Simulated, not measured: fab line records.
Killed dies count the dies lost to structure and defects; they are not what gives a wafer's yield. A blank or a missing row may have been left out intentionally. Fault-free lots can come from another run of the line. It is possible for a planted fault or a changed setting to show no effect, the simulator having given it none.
Lot-split experiment | flow n5 finfet | 21 wafers read from 7 lots, route of 1938 steps

THE SPLIT ITSELF
At N5_PMOS_HMC_CHANNEL_EPI_PEB_07 (peb time 60 s), the setting peb temp c was moved away from the recipe's 110 C on 12 of the 21 wafers read, by -3.2% to +2.3%. This setting was run at the recipe's value on the other wafers.

FROM THE SPLIT ON TO THE READING: in between, the file shows 1 step
- N5_PMOS_HMC_CHANNEL_EPI_DEVELOP_08: develop time 30 s

THE READING
cd nm, in nm, at N5_PMOS_HMC_CHANNEL_EPI_CD_MEAS_09 (target cd 237.4 nm). Fault-free wafers of this fab line usually give 237.6 nm, standard deviation 1 nm.

wafer  | tool, chamber at the split | peb temp c as run, C | against the recipe | cd nm, nm | against lot-mates on the recipe
L074.1 | litho track-05, 0          | 106.9                | -2.8%              | 223.8     | -14.9
L074.3 | litho track-05, 0          | 110                  | recipe             | 238.7     | -
L074.4 | litho track-05, 0          | 106.9                | -2.8%              | 227.8     | -10.9
L075.3 | litho track-01, 0          | 106.5                | -3.2%              | 232.4     | -7.5
L075.4 | litho track-01, 0          | 110                  | recipe             | 241.2     | -
L075.5 | litho track-01, 0          | 110                  | recipe             | 238.6     | -
L085.1 | litho track-05, 0          | 110                  | recipe             | 237.2     | -
L085.2 | litho track-05, 0          | 110                  | recipe             | 237.3     | -
L085.6 | litho track-05, 0          | 110                  | recipe             | 237.2     | -
L091.4 | litho track-05, 0          | 112.5                | +2.3%              | 246.1     | +8.2
L091.5 | litho track-05, 0          | 110                  | recipe             | 237.9     | -
L091.6 | litho track-05, 0          | 112.5                | +2.3%              | 241.3     | +3.4
L092.2 | litho track-01, 0          | 111.2                | +1.1%              | 241.1     | no lot-mate on the recipe
L092.3 | litho track-01, 0          | 111.2                | +1.1%              | 240.5     | no lot-mate on the recipe
L092.4 | litho track-01, 0          | 111.2                | +1.1%              | 240.2     | no lot-mate on the recipe
L093.1 | litho track-01, 0          | 107.9                | -1.9%              | 232.0     | -6.4
L093.3 | litho track-01, 0          | 110                  | recipe             | 238.4     | -
L093.5 | litho track-01, 0          | 107.9                | -1.9%              | 226.4     | -12.0
L095.2 | litho track-01, 0          | 111                  | +0.9%              | 242.2     | -0.7
L095.5 | litho track-01, 0          | 111                  | +0.9%              | 244.7     | +1.8
L095.6 | litho track-01, 0          | 110                  | recipe             | 242.9     | -

FIT RESULTS
A straight line over all 21 wafers: cd nm changes by +3.37 nm for each +1% of peb temp c; r = +0.89; the points scatter about the line by 2.8 nm.
The same after taking each lot's own level away (the mean of its wafers on the recipe; 18 wafers): +3.38 nm for each +1%; r = +0.92; scatter 2.4 nm.
The reading moves by 11 nm for the largest change in peb temp c, on that fit.
The span of the lots' own levels, 237.23 to 242.90 nm, comes to 5.7 times the standard deviation stated above.
The two slopes agree, so the slope changes little with the lot-to-lot level.
Check: -13.1 nm against its lot-mates is what the line predicts for one of the wafers moved furthest among these (-3.2%) when that wafer is left out of the fit. Against them it came out at -7.5 nm.

OTHER SPLITS ON THESE WAFERS
Other splits were also applied to these wafers ahead of the reading. Each is held against what the fit with the lots' levels taken away leaves over:
other split on the same wafers            | wafers away from the commonest value | r with cd nm (lot level and that fit taken away)
N5_WELL_APT_EXPOSE_22 dose mj             | 7                                    | +0.07
N5_WELL_APT_PEB_23 peb temp c             | 11                                   | -0.04
N5_PMOS_HMC_CHANNEL_EPI_EXPOSE_06 dose mj | 7                                    | +0.81

THE WHOLE CHAIN: every reading that the file lists as answering this split, in the file's order
step                                  | what it does                                                           | reading                                                                     | change (the file's fit)                                                                             | r (the file's)
N5_PMOS_HMC_CHANNEL_EPI_CD_MEAS_09    | target cd 237.4 nm                                                     | cd nm                                                                       | +3.3 nm for each +1% of the setting                                                                 | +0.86
N5_PMOS_HMC_CHANNEL_EPI_DESCUM_14     | chemistry O2, time 7.9 s                                               | PMOS_HMC_CHANNEL_EPI.cd nm (the simulator's own value, which no gauge read) | +3.36 nm for each +1% of the setting                                                                | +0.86
N5_PMOS_HMC_CHANNEL_EPI_ETCH_32       | etches BARC in N2/H2, stops on SiO2, target depth 85.8 nm, time 50.3 s | PMOS_HMC_CHANNEL_EPI.cd nm (the simulator's own value, which no gauge read) | +3.45 nm for each +1% of the setting                                                                | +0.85
N5_PMOS_HMC_CHANNEL_EPI_HM_OPEN_15    | chemistry CHF3/O2, target SiO2, target depth 40.6 nm, time 20.3 s      | PMOS_HMC_CHANNEL_EPI.cd nm (the simulator's own value, which no gauge read) | +3.58 nm for each +1% of the setting, in a fit together with dose mj@PMOS_HMC_CHANNEL_EPI_EXPOSE_06 | 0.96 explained
N5_PMOS_HMC_CHANNEL_EPI_ETCH_38       | etches SiO2 in CF4, target depth 1.5 nm                                | PMOS_HMC_CHANNEL_EPI.cd nm (the simulator's own value, which no gauge read) | +3.58 nm for each +1% of the setting, in a fit together with dose mj@PMOS_HMC_CHANNEL_EPI_EXPOSE_06 | 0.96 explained
N5_PMOS_HMC_CHANNEL_EPI_FIN_RECESS_16 | chemistry HBr/Cl2, target Si, target depth 54 nm, time 18 s            | PMOS_HMC_CHANNEL_EPI.cd nm (the simulator's own value, which no gauge read) | +3.59 nm for each +1% of the setting, in a fit together with dose mj@PMOS_HMC_CHANNEL_EPI_EXPOSE_06 | 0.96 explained

FILE'S OWN FIT
cd nm changes by +3.3 nm for each +1% of peb temp c, r = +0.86.
